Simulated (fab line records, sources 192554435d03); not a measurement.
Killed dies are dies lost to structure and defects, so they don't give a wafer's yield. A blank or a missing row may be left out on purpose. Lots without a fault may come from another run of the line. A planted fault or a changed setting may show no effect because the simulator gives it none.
Which tool did it? | flow n5_finfet | 9 lots, 27 wafers sampled, at 6 steps of a route of 1938

WHAT THE GAUGES READ, wafer by wafer
N5_BEOL_M4_RC_MEAS_101. Usual: DIBL_N 36.3 mV/V, standard deviation 1.2; DIBL_P 36.3 mV/V, standard deviation 1.4; IOFF_N 0.160 nA/um, standard deviation 0.02; IOFF_P 0.210 nA/um, standard deviation 0.025; ION_N 675 uA/um, standard deviation 9.5; ION_P 462 uA/um, standard deviation 7; SS_N 71.5 mV/dec, standard deviation 0.53; SS_P 73.4 mV/dec, standard deviation 0.55; VT_N 249.5 mV, standard deviation 2.6; VT_P -250.1 mV, standard deviation 2.9.
lot  | measured     | on        | DIBL_N (mV/V)  | DIBL_P (mV/V)  | IOFF_N (nA/um)    | IOFF_P (nA/um)    | ION_N (uA/um) | ION_P (uA/um) | SS_N (mV/dec)  | SS_P (mV/dec)  | VT_N (mV)         | VT_P (mV)            | flag
L917 | day 8 23:34  | prober-01 | 34.6 34.2 36.5 | 33.6 32.9 36.7 | 0.135 0.121 0.167 | 0.161 0.154 0.203 | 666 663 674   | 450 452 462   | 72.3 71.7 72.4 | 72.7 73.2 73.9 | 252.2 251.1 250.2 | -252.7 -256.1 -251.2 |
L919 | day 9 18:59  | prober-01 | 35.4 35.3 35.5 | 37.2 36.7 36.8 | 0.147 0.145 0.142 | 0.184 0.182 0.176 | 676 670 670   | 449 456 454   | 71.5 71.5 72.1 | 72.9 73.2 73.9 | 252.4 252.5 255.6 | -253.0 -253.3 -251.6 |
L927 | day 12 18:58 | prober-02 | 35.2 35.2 36.1 | 34.7 36.1 36.3 | 0.131 0.147 0.147 | 0.185 0.210 0.188 | 658 684 664   | 450 468 453   | 71.7 70.9 71.8 | 73.8 73.9 73.7 | 254.0 251.6 252.1 | -251.0 -248.5 -253.5 |
L930 | day 13 23:42 | prober-02 | 36.7 38.7 35.9 | 36.2 38.6 35.9 | 0.163 0.209 0.159 | 0.195 0.239 0.207 | 665 682 675   | 451 460 461   | 71.7 72.5 72.3 | 73.4 73.7 73.2 | 248.8 246.4 248.9 | -249.6 -246.2 -251.1 |
L931 | day 14 05:13 | prober-01 | 36.4 35.2 37.0 | 36.7 36.0 38.2 | 0.158 0.150 0.183 | 0.191 0.186 0.222 | 683 678 688   | 464 459 469   | 72.2 72.1 72.0 | 73.5 72.6 74.2 | 251.5 249.7 247.0 | -252.5 -253.6 -250.8 |
L936 | day 14 22:32 | prober-01 | 35.8 35.5 34.8 | 36.4 34.8 34.7 | 0.172 0.154 0.147 | 0.200 0.179 0.184 | 682 676 677   | 461 458 464   | 70.8 71.4 70.5 | 73.0 73.1 72.1 | 246.2 247.9 250.8 | -253.4 -254.3 -251.8 |
L937 | day 15 08:37 | prober-01 | 36.0 35.2 35.2 | 36.6 35.6 35.0 | 0.165 0.144 0.141 | 0.215 0.190 0.183 | 682 674 679   | 462 462 466   | 71.3 70.7 71.6 | 73.0 73.1 73.3 | 247.6 250.9 252.5 | -251.8 -250.1 -251.1 |
L938 | day 16 03:17 | prober-02 | 35.3 34.8 34.6 | 36.4 34.8 35.8 | 0.154 0.143 0.151 | 0.208 0.183 0.206 | 679 683 691   | 472 466 466   | 71.6 70.8 71.3 | 72.7 72.7 72.1 | 247.8 248.7 250.1 | -249.9 -250.5 -247.9 |
L939 | day 15 20:00 | prober-01 | 33.8 35.6 36.2 | 35.9 36.3 37.2 | 0.157 0.190 0.183 | 0.187 0.194 0.204 | 675 668 668   | 459 452 452   | 70.8 71.2 71.7 | 73.3 73.7 74.0 | 248.4 248.9 250.5 | -252.7 -254.3 -252.4 |

WHICH TOOL RAN EACH LOT (tool, then ch and the chambers of the sampled wafers, then the start)
lot  | N5_BEOL_M2_DESCUM_33               | N5_BEOL_M2_ETCH_70                 | N5_BEOL_M2_HM_STRIP_39              | N5_BEOL_M2_ALD_84                   | N5_BEOL_M2_CMP_52
L917 | rie_diel-03 ch 0,1,2, day 6 20:11  | rie_diel-06 ch 0,3, day 7 21:24    | wet_bench-05 ch 5,6,7, day 7 21:48  | ald_metal-04 ch 1,2,3, day 7 22:17  | cmp-03 ch 1,2,3, day 8 01:17
L919 | rie_diel-03 ch 2,3, day 7 05:55    | rie_diel-05 ch 0,2,3, day 8 02:02  | wet_bench-05 ch 0,1,2, day 8 02:23  | ald_metal-02 ch 1,2, day 8 02:59    | cmp-01 ch 0,1,2, day 8 07:29
L927 | rie_diel-05 ch 0,2, day 9 16:30    | rie_diel-05 ch 0,1,3, day 9 21:20  | wet_bench-06 ch 2,5,7, day 9 21:44  | ald_metal-02 ch 0,2,3, day 9 22:14  | cmp-01 ch 0,1,2, day 10 01:13
L930 | rie_diel-06 ch 0,2,3, day 11 03:20 | rie_diel-06 ch 1,2,3, day 12 05:48 | wet_bench-05 ch 1,2,6, day 12 06:12 | ald_metal-02 ch 0,2,3, day 12 06:34 | cmp-01 ch 0,2,3, day 12 09:29
L931 | rie_diel-03 ch 0,3, day 11 05:01   | rie_diel-05 ch 0,2,3, day 12 05:50 | wet_bench-06 ch 0,1,5, day 12 06:14 | ald_metal-04 ch 0,2,3, day 12 07:00 | cmp-03 ch 0,1,2, day 12 09:44
L936 | rie_diel-03 ch 0,2,3, day 11 20:25 | rie_diel-05 ch 2,3, day 12 22:47   | wet_bench-05 ch 0,3,4, day 12 23:11 | ald_metal-04 ch 0,1,3, day 12 23:28 | cmp-01 ch 0,1,3, day 13 03:44
L937 | rie_diel-06 ch 0,1,3, day 11 23:46 | rie_diel-03 ch 0,1, day 13 02:37   | wet_bench-05 ch 2,4,6, day 13 03:00 | ald_metal-04 ch 0,2, day 13 03:43   | cmp-01 ch 0,1, day 13 08:10
L938 | rie_diel-03 ch 1,2, day 12 21:45   | rie_diel-06 ch 1,3, day 13 14:30   | wet_bench-05 ch 1,2,3, day 13 14:53 | ald_metal-02 ch 1,2, day 13 15:40   | cmp-04 ch 0,2, day 13 20:25
L939 | rie_diel-03 ch 1,2,3, day 13 00:10 | rie_diel-03 ch 0,3, day 13 09:25   | wet_bench-01 ch 0,3,6, day 13 09:49 | ald_metal-03 ch 0,1,3, day 13 11:04 | cmp-01 ch 0,2, day 13 15:34
- N5_BEOL_M2_DESCUM_33: chemistry O2, time 7 s.
- N5_BEOL_M2_ETCH_70: etches SOC in N2/H2, target depth 80 nm, overetch 24 nm, time 130 s.
- N5_BEOL_M2_HM_STRIP_39: strips TiN in peroxide tin strip, target depth 25 nm, time 158 s.
- N5_BEOL_M2_ALD_84: deposits TaN, pulse time 2 s, purge time 3 s, co reactant purge time 2 s.
- N5_BEOL_M2_CMP_52: polishes, stops on SiOC, t overpolish 6.8 s, target thk 40 nm.

WHAT THE TOOLS THEMSELVES READ (means of the sampled wafers that have a number; where no wafer has one, the mark that the record gives instead)
N5_BEOL_M2_DESCUM_33. Usual: drypump_motor_current_A 5.48 A, standard deviation 0.22; oes_product_au 0.79 a.u., standard deviation 0.079; rf_vpp_V 243.1 V, standard deviation 1.3; showerhead_plenum_p_Torr 2.09 Torr, standard deviation 0.075; throttle_valve_pct 20.42 %, standard deviation 0.24.
lot  | tool        | drypump_motor_current_A (A) | oes_product_au (a.u.) | rf_vpp_V (V) | showerhead_plenum_p_Torr (Torr) | throttle_valve_pct (%) | flag
L917 | rie_diel-03 | 5.49                        | 0.81                  | 242.2        | 2.05                            | 20.24                  |
L919 | rie_diel-03 | 5.51                        | 0.80                  | 240.9        | 1.99                            | 20.47                  |
L927 | rie_diel-05 | 5.38                        | 0.73                  | 244.2        | 2.14                            | 20.63                  |
L930 | rie_diel-06 | 5.37                        | 0.73                  | 242.7        | 2.05                            | 20.50                  |
L931 | rie_diel-03 | 5.41                        | 0.75                  | 243.1        | 2.10                            | 20.55                  |
L936 | rie_diel-03 | 5.43                        | 0.76                  | 242.2        | 2.04                            | 20.53                  |
L937 | rie_diel-06 | 5.59                        | 0.75                  | 242.1        | 2.06                            | 20.42                  |
L938 | rie_diel-03 | 5.54                        | 0.77                  | 240.8        | 1.97                            | 20.30                  |
L939 | rie_diel-03 | 5.45                        | 0.79                  | 242.8        | 2.04                            | 20.40                  |

N5_BEOL_M2_ETCH_70. Usual: drypump_motor_current_A 5.50 A, standard deviation 0.21; oes_product_au 0.58 a.u., standard deviation 0.051; rf_vpp_V 523.4 V, standard deviation 2.6; showerhead_plenum_p_Torr 2.52 Torr, standard deviation 0.09; throttle_valve_pct 17.79 %, standard deviation 0.21.
lot  | tool        | drypump_motor_current_A (A) | oes_product_au (a.u.) | rf_vpp_V (V) | showerhead_plenum_p_Torr (Torr) | throttle_valve_pct (%) | flag
L917 | rie_diel-06 | 5.47                        | 0.56                  | 521.4        | 2.47                            | 17.94                  |
L919 | rie_diel-05 | 5.57                        | 0.58                  | 525.0        | 2.58                            | 17.77                  |
L927 | rie_diel-05 | 5.42                        | 0.64                  | 525.9        | 2.61                            | 17.83                  |
L930 | rie_diel-06 | 5.46                        | 0.55                  | 523.8        | 2.54                            | 17.74                  |
L931 | rie_diel-05 | 5.54                        | 0.56                  | 526.0        | 2.57                            | 17.83                  |
L936 | rie_diel-05 | 5.70                        | 0.59                  | 524.2        | 2.56                            | 17.68                  |
L937 | rie_diel-03 | 5.43                        | 0.56                  | 523.4        | 2.54                            | 17.70                  |
L938 | rie_diel-06 | 5.66                        | 0.55                  | 523.4        | 2.55                            | 17.72                  |
L939 | rie_diel-03 | 5.43                        | 0.55                  | 523.8        | 2.54                            | 17.88                  |

N5_BEOL_M2_HM_STRIP_39. Usual: bath_guard_temp_C 50.2 C, standard deviation 0.53; bath_heat_duty_pct 7.0 %, standard deviation 1.1.
lot  | tool         | bath_guard_temp_C (C) | bath_heat_duty_pct (%) | flag
L917 | wet_bench-05 | 50.2                  | 8.2                    |
L919 | wet_bench-05 | 50.0                  | 6.2                    |
L927 | wet_bench-06 | 50.2                  | 6.9                    |
L930 | wet_bench-05 | -                     | -                      | OFF
L931 | wet_bench-06 | -                     | -                      | OFF
L936 | wet_bench-05 | 50.4                  | 7.3                    |
L937 | wet_bench-05 | 50.5                  | 7.5                    |
L938 | wet_bench-05 | 50.1                  | 6.6                    |
L939 | wet_bench-01 | 49.9                  | 7.4                    |

N5_BEOL_M2_ALD_84. Usual: heater_power_w 440 W, standard deviation 30.
lot  | tool         | heater_power_w (W) | flag
L917 | ald_metal-04 | 433                |
L919 | ald_metal-02 | 460                |
L927 | ald_metal-02 | 435                |
L930 | ald_metal-02 | 432                |
L931 | ald_metal-04 | 416                |
L936 | ald_metal-04 | 438                |
L937 | ald_metal-04 | 433                |
L938 | ald_metal-02 | 448                |
L939 | ald_metal-03 | 442                |

N5_BEOL_M2_CMP_52. Usual: barrier_field_endpoint_s 24.6 s, standard deviation 0.58; motor_current_A 6.0 A, standard deviation 0.39.
lot  | tool   | barrier_field_endpoint_s (s) | motor_current_A (A) | flag
L917 | cmp-03 | 24.7                         | 5.7                 |
L919 | cmp-01 | 24.6                         | 5.9                 |
L927 | cmp-01 | 25.2                         | 6.0                 |
L930 | cmp-01 | 33.0                         | 5.8                 | OFF
L931 | cmp-03 | 33.5                         | 6.2                 | OFF
L936 | cmp-01 | 24.4                         | 5.8                 |
L937 | cmp-01 | 23.8                         | 6.0                 |
L938 | cmp-04 | 24.6                         | 6.2                 |
L939 | cmp-01 | 24.4                         | 5.9                 |

THE ANSWER, worked out from the rows above alone
Rule: a lot is off if the mean of its wafers that have a number lies more than 3 standard deviations from the usual mean. A lot without any number at a reading at which 4 lots or more have one is off too. The other lots that the step has rows for count as sound. The gauges are gone through in route order, then the tools' own readings, and for those a lot's mean is taken as printed above. The first step at which some lot is off is used, and at that step the reading that is off furthest; a lot without a number counts as furthest.
Off: L930, L931, at N5_BEOL_M2_HM_STRIP_39 (bath_guard_temp_C). Without a number there: L930, L931.
A tool fits if, at that step or a process step before it, it ran every lot that is off, and no sound lot after the first of them. None of those tried fits.

WHAT THE SIMULATOR HAD PUT IN
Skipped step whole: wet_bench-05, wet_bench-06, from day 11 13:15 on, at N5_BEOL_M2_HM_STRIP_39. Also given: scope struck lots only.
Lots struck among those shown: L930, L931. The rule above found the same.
